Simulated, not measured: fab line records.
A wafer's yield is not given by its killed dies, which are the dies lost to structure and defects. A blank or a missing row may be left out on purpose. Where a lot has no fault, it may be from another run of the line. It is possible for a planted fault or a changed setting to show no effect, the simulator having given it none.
fab line records    flow n5_finfet
[record] lots = 6  wafers = 18  last_day = 18
route steps=1938 shown SD_EPI_P@319 SD_ACTIVATION@330 PASSIVATION@1936
lots that met no fault: taken from a fault-free run of the same line
start_h: hours from the record's first day to the start of the lot's first wafer shown    wait_h: hours elapsed since this lot's preceding step    " identical to the entry in the row above    L1.1+2: a single row standing in for several wafers    - either no value or no given start    * or withheld: withheld    < > ~ a bound
route shown NAME@n: a module of which the file shows steps, and the number in the route of the first    usual: mean and standard deviation over wafers with no fault    same: alike in all rows    chamber/n: place in a boat    sites: readings site by site    _std_site: standard deviation of those values    _edge_site: mean of outer sites minus mean of inner sites    radius_mm: for every site, how far away it sits from the centre of the wafer    mask NAME#n: copy n    behind: the last tool/chamber to shape the wafer    hold: what put the lot on hold/how long, in hours/how the hold closed    device: whichever transistor did not switch (one of n, p or np)    end of line: tests run on the same wafers once the route is complete    a step given without rows: its recipe and nothing more    killed: dies that structure and defects cost at the first sort, which is not the same as the wafer's yield    map: shows each die of a wafer: x if killed, . if not, _ if none is there
set.NAME: the setting as run; set.NAME@STEP: as run at that earlier step    model.NAME: the simulator's own value behind a step, which no gauge read
lots at selected steps of the route; one table per step, one row per wafer
services: a tool's chamber out of use, with start hour (start_h, from the record's first day; less than 0 if before it), hours out, and reason
[[steps]]
[step N5_SD_EPI_P_PRECLEAN_51]
[recipe] chemistry = NF3:NH3  afs_cycles = 1  temp_c = 30  time_s = 20  sublimation_temp_c = 180  sublimation_time_s = 60  pressure_torr = 3  rf_power_w = 30
[step N5_SD_EPI_P_VAPOR_ETCH_44]
[recipe] chemistry = NF3/Ar  target = SiGe30  temp_c = 25  time_s = 3.3  mode = isotropic
[step N5_SD_EPI_P_EPI_21]
[recipe] material = SiGe:B  dopant = B  temp_c = 550  pressure_torr = 20  ambient = H2  time_s = 355
[step N5_SD_EPI_P_EPI_MEAS_23]
[recipe] mode = xrd
[usual] thk_nm = 60.7/1.2
lot.wafer  tool           chamber  start_h  wait_h  thk_nm
L369.2     film_metro-02  -        96.31    2.0     61.8
L369.4     "              -        "        "       62.2
L369.6     "              -        "        "       60.5
L372.1     film_metro-02  -        110.10   1.8     60.0
L372.3     "              -        "        "       60.5
L372.5     "              -        "        "       59.1
L374.1     film_metro-01  -        123.66   2.5     59.6
L374.3     "              -        "        "       57.5
L374.4     "              -        "        "       60.4
L375.2     film_metro-02  -        136.60   2.0     59.4
L375.4     "              -        "        "       61.2
L375.6     "              -        "        "       60.4
L384.1     film_metro-02  -        184.67   1.8     59.0
L384.3     "              -        "        "       59.1
L384.4     "              -        "        "       57.8
L385.3     film_metro-01  -        190.30   1.1     60.4
L385.4     "              -        "        "       62.1
L385.6     "              -        "        "       60.5
[step N5_SD_EPI_P_HM_STRIP_48]
[recipe] chemistry = H3PO4  temp_c = 160  material = SiNx  target = SiNx  target_depth_a = 30  overetch_fraction = 0.3
[step N5_SD_EPI_P_SRD_49]
[recipe] dry = ipa_marangoni  time_s = 30  temp_c = 23  rinse_liquid = diw
[step N5_SD_EPI_P_PRECLEAN_24]
[recipe] chemistry = O3/DIW  time_s = 45  temp_c = 22  o3_ppm = 10
[step N5_SD_EPI_P_PRECLEAN_32]
[recipe] chemistry = dHF  time_s = 10  dilution = 500:1  temp_c = 25
[step N5_SD_EPI_P_PRECLEAN_33]
[recipe] chemistry = SC2  time_s = 45  temp_c = 35  mix = 1:1:50
[step N5_SD_EPI_P_SRD_25]
[recipe] time_s = 30  temp_c = 23  rinse_liquid = diw  dry = ipa_marangoni
[step N5_SD_EPI_P_INSPECT_26]
[recipe] inspect_instrument = darkfield  mode = post_epi
[usual] raw_defect_count = 176/31
lot.wafer  tool               chamber  start_h  wait_h  raw_defect_count
L369.2     defect_inspect-02  -        96.48    0.0     171
L369.4     "                  -        "        "       186
L369.6     "                  -        "        "       160
L372.1     defect_inspect-01  -        110.27   0.0     167
L372.3     "                  -        "        "       218
L372.5     "                  -        "        "       155
L374.1     defect_inspect-01  -        123.83   0.0     248
L374.3     "                  -        "        "       214
L374.4     "                  -        "        "       217
L375.2     defect_inspect-01  -        136.78   0.0     197
L375.4     "                  -        "        "       208
L375.6     "                  -        "        "       162
L384.1     defect_inspect-02  -        184.86   0.0     144
L384.3     "                  -        "        "       158
L384.4     "                  -        "        "       175
L385.3     defect_inspect-01  -        190.47   0.0     186
L385.4     "                  -        "        "       142
L385.6     "                  -        "        "       164
[step N5_SD_ACTIVATION_RTA_00]
[recipe] temp_c = 975  time_s = 0  ambient = N2  idle_temp_c = 600  ramp_up_c_per_s = 150  ramp_down_c_per_s = 60  cool_to_c = 600
[usual] lamp_power_pct = 8.96/0.052  wafer_temp_C_max = 974.9/1.7
lot.wafer  tool           chamber  start_h  wait_h  lamp_power_pct  wafer_temp_C_max
L369.2     rtp_anneal-01  0        96.62    0.1     8.88            976.5
L369.4     "              0        "        "       8.85            970.1
L369.6     "              0        "        "       8.91            974.1
L372.1     rtp_anneal-02  0        110.35   0.1     8.93            975.0
L372.3     "              0        "        "       9.01            974.8
L372.5     "              0        "        "       8.93            977.5
L374.1     rtp_anneal-02  0        123.86   0.0     9.00            973.6
L374.3     "              0        "        "       8.97            975.0
L374.4     "              0        "        "       8.99            975.8
L375.2     rtp_anneal-02  0        136.84   0.1     8.96            975.0
L375.4     "              0        "        "       8.95            974.2
L375.6     "              0        "        "       9.04            974.9
L384.1     rtp_anneal-01  0        184.89   0.0     8.95            974.4
L384.3     "              0        "        "       8.84            976.5
L384.4     "              0        "        "       9.00            977.3
L385.3     rtp_anneal-02  0        190.72   0.2     9.02            976.6
L385.4     "              0        "        "       8.85            975.9
L385.6     "              0        "        "       8.93            976.5
[step N5_SD_ACTIVATION_LSA_01]
[recipe] temp_c = 1080  time_s = 0.0008  ambient = N2
[usual] wafer_temp_C_max = 1085.5/1.5
lot.wafer  tool             chamber  start_h  wait_h  wafer_temp_C_max
L369.2     laser_anneal-02  0        96.83    0.2     1085.7
L369.4     "                0        "        "       1083.9
L369.6     "                0        "        "       1085.9
L372.1     laser_anneal-02  0        110.55   0.2     1085.0
L372.3     "                0        "        "       1083.4
L372.5     "                0        "        "       1084.8
L374.1     laser_anneal-02  0        124.06   0.2     1006.4
L374.3     "                0        "        "       1006.9
L374.4     "                0        "        "       1008.0
L375.2     laser_anneal-02  0        137.04   0.2     1005.2
L375.4     "                0        "        "       1005.8
L375.6     "                0        "        "       1005.3
L384.1     laser_anneal-01  0        185.09   0.2     1088.0
L384.3     "                0        "        "       1087.3
L384.4     "                0        "        "       1086.0
L385.3     laser_anneal-02  0        190.92   0.2     1083.7
L385.4     "                0        "        "       1083.7
L385.6     "                0        "        "       1084.2
[step N5_PASSIVATION_PROBE_49]
[usual] killed_at_M0_to_M3 = 35/12  killed_at_M4_up = 13/5.8  killed_at_contacts = 12/5.5  killed_at_front_end = 36/9.9  killed_at_other = 4/3.7  killed_dies = 101/18  killed_open = 66/13  killed_short = 33/8
[same] gross_dies = 1180  killed_at_back_side = 0
lot.wafer  tool       chamber  start_h  wait_h  killed_at_M0_to_M3  killed_at_M4_up  killed_at_contacts  killed_at_front_end  killed_at_other  killed_dies  killed_open  killed_short
L374.1     prober-02  -        365.02   0.0     18                  10               13                  40                   4                85           52           31
L374.3     prober-02  -        365.12   0.1     30                  9                15                  36                   10               100          67           31
L374.4     prober-02  -        365.17   0.2     26                  12               13                  41                   11               103          64           37
L375.2     prober-01  -        368.89   0.1     24                  11               3                   43                   3                84           51           30
L375.4     prober-01  -        368.99   0.2     35                  9                3                   27                   1                75           54           20
L375.6     prober-01  -        369.09   0.3     23                  7                7                   38                   4                79           48           26
L385.3     prober-01  -        429.06   0.1     27                  20               19                  33                   4                103          57           43
L385.4     prober-01  -        429.11   0.2     58                  15               9                   21                   7                110          66           42
L385.6     prober-01  -        429.21   0.3     43                  30               14                  41                   4                132          85           44
// killed by level:class
L374.1 MOL_CONTACT_COAG:geometric_particle:open=10 BEOL_M0_SAQP:geometric_particle:open=8 BEOL_M0_SAQP:geometric_particle:short=8 FIN_SAQP:geometric_particle:open=7 FIN_SAQP:geometric_particle:short=6 GATE_CUT:geometric_particle:open=6 GATE_CUT:geometric_particle:short=4 STARTING-WAFER:geometric_particle:short=4
L374.3 MOL_CONTACT_COAG:geometric_particle:open=14 BEOL_M0_SAQP:geometric_particle:short=12 FIN_SAQP:geometric_particle:open=9 BEOL_M1:geometric_particle:open=7 BEOL_M4:geometric_particle:open=5 BEOL_M0:geometric_particle:open=5 STI_FIN_REVEAL:geometric_particle:open=4 STARTING-WAFER:geometric_particle:open=4
L374.4 MOL_CONTACT_COAG:geometric_particle:open=11 BEOL_M0_SAQP:geometric_particle:short=10 STI_FIN_REVEAL:geometric_particle:open=8 BEOL_M4:geometric_particle:open=7 BEOL_M0:geometric_particle:open=5 STARTING-WAFER:geometric_particle:open=5 STI_FIN_REVEAL:geometric_particle:short=4 BEOL_M0_SAQP:geometric_particle:open=4
L375.2 FIN_SAQP:geometric_particle:open=7 GATE_CUT:geometric_particle:short=7 BEOL_M3:geometric_particle:open=7 SPACER0:geometric_particle:open=6 BEOL_M1:geometric_particle:open=6 DUMMY_GATE:geometric_particle:short=4 SPACER0:geometric_particle:short=4 BEOL_M5:geometric_particle:open=4
L375.4 BEOL_M0_SAQP:geometric_particle:open=9 STI_FIN_REVEAL:geometric_particle:open=8 BEOL_M0_SAQP:geometric_particle:short=8 DUMMY_GATE:geometric_particle:open=7 BEOL_M3:geometric_particle:open=6 BEOL_M2:geometric_particle:open=5 BEOL_M5:geometric_particle:open=4 MOL_CONTACT_COAG:geometric_particle:open=3
L375.6 DUMMY_GATE:geometric_particle:open=8 BEOL_M3:geometric_particle:open=7 FIN_SAQP:geometric_particle:short=6 MOL_CONTACT_COAG:geometric_particle:open=6 HKMG_FIN:area_etch=5 BEOL_M0_SAQP:geometric_particle:open=4 SPACER0:geometric_particle:open=4 BEOL_M0_SAQP:geometric_particle:short=4
L385.3 MOL_CONTACT_COAG:geometric_particle:open=15 FIN_SAQP:geometric_particle:short=14 BEOL_M4:geometric_particle:open=11 BEOL_M2:geometric_particle:open=7 BEOL_M2:geometric_particle:short=6 BEOL_M0_SAQP:geometric_particle:short=4 FIN_SAQP:geometric_particle:open=4 STI_FIN_REVEAL:geometric_particle:open=4
L385.4 BEOL_M1:geometric_particle:open=15 BEOL_M0_SAQP:geometric_particle:short=13 BEOL_M0_SAQP:geometric_particle:open=10 BEOL_M2:geometric_particle:open=8 MOL_CONTACT_COAG:geometric_particle:open=6 STI_FIN_REVEAL:geometric_particle:open=5 FIN_SAQP:geometric_particle:short=3 GATE_CUT:geometric_particle:short=3
L385.6 MOL_CONTACT_COAG:geometric_particle:open=13 BEOL_M4:geometric_particle:open=13 BEOL_M0_SAQP:geometric_particle:short=12 BEOL_M2:geometric_particle:open=9 STI_FIN_REVEAL:geometric_particle:open=8 BEOL_M1:geometric_particle:open=8 FIN_SAQP:geometric_particle:open=7 FIN_SAQP:geometric_particle:short=7
[[services]]
tool             chamber  start_h  hours  kind
laser_anneal-01  -        109.61   1.6    pm
laser_anneal-01  -        136.87   2.7    repair
[[key]]
[first_sign] step = N5_SD_ACTIVATION_LSA_01  reading = wafer_temp_C_max  direction = down  sigmas = 53  usual = *  struck = *
effect none on later readings
met_at N5_SD_ACTIVATION_LSA_01
struck_wafers L374.1,L374.3,L374.4,L375.2,L375.4,L375.6
tester_left_out L374,L375
onset_between 110.55 124.06
[fault] kind = process_parameter_drift  tool = laser_anneal-02  chamber = -  onset_h = 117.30  steps = N5_SD_ACTIVATION_LSA_01  channel = temp_c  offset = *  shape = step  end_h = 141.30  stated = *
// tester_left_out: of these lots the tester's yield and bins aren't shown, on N5 and GAA mostly nor the transistor test; their killed dies are dies lost to structure and defects alone, not to doping, threshold or leakage, so they don't give the yield
